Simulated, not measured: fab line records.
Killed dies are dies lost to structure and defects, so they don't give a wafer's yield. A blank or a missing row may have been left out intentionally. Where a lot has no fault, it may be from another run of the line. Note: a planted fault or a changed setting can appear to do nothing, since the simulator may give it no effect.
Chamber matching || flow n5Finfet || uvCure-01 running N5_BEOL_M8_CURE_74: 3 sister chambers
The step cures SiCOH lowk, time 240 s. 6 wafers are shown with their chamber, then 8 later ones without.

WAFERS, EACH WITH ITS CHAMBER
{"wafer": "L075.2", "chamber": 2, "wafer_temp_C_max": 386.4, "lampPowerPct (%)": 52.24}
{"wafer": "L075.6", "chamber": 2, "wafer_temp_C_max": 386.1, "lampPowerPct (%)": 52.31}
{"wafer": "L076.4", "chamber": 1, "wafer_temp_C_max": 386.8, "lampPowerPct (%)": 52.26}
{"wafer": "L076.6", "chamber": 1, "wafer_temp_C_max": 386.9, "lampPowerPct (%)": 52.30}
{"wafer": "L082.6", "chamber": 0, "wafer_temp_C_max": 386.6, "lampPowerPct (%)": 52.34}
{"wafer": "L086.1", "chamber": 0, "wafer_temp_C_max": 387.0, "lampPowerPct (%)": 52.30}

WAFERS WITHOUT THEIR CHAMBER
{"wafer": "L086.2", "wafer_temp_C_max": 386.9, "lampPowerPct (%)": 52.31}
{"wafer": "L086.3", "wafer_temp_C_max": 387.1, "lampPowerPct (%)": 52.33}
{"wafer": "L089.1", "wafer_temp_C_max": 386.4, "lampPowerPct (%)": 52.29}
{"wafer": "L089.3", "wafer_temp_C_max": 386.9, "lampPowerPct (%)": 52.35}
{"wafer": "L089.6", "wafer_temp_C_max": 386.4, "lampPowerPct (%)": 52.40}
{"wafer": "L091.4", "wafer_temp_C_max": 386.4, "lampPowerPct (%)": 52.34}
{"wafer": "L091.5", "wafer_temp_C_max": 386.3, "lampPowerPct (%)": 52.36}
{"wafer": "L091.6", "wafer_temp_C_max": 386.1, "lampPowerPct (%)": 52.36}

CHAMBER TAKEN BY EACH
{"wafer": "L086.2", "from the rows above": "can't be placed: 0 or 1", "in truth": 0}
{"wafer": "L086.3", "from the rows above": "can't be placed: 0 or 1", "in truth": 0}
{"wafer": "L089.1", "from the rows above": "can't be placed: 2 or 0 or 1", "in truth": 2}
{"wafer": "L089.3", "from the rows above": "can't be placed: 0 or 1", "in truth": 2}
{"wafer": "L089.6", "from the rows above": "can't be placed: 0 or 2 or 1", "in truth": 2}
{"wafer": "L091.4", "from the rows above": "can't be placed: 2 or 0 or 1", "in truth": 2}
{"wafer": "L091.5", "from the rows above": "can't be placed: 2 or 0 or 1", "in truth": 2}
{"wafer": "L091.6", "from the rows above": "can't be placed: 2 or 0 or 1", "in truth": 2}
Correct placement for 0 of the 8. Can't be placed from these rows: 8 (the true chamber is among the candidates in 7). Number placed wrongly: 0.
How it was worked out, from the rows above alone: a wafer's distance from a chamber is the root of the sum, over the readings, of the square of ((its reading less the chamber's mean) divided by the reading's scatter). The wafer belongs to the nearest chamber; if the next one is less than 2 further off, it can't be placed. For every chamber, the mean is computed from those of its wafers that are shown. The scatter: the root of (the sum of the squares of (reading less its chamber's mean) over the shown wafers, divided by (wafers less chambers)).
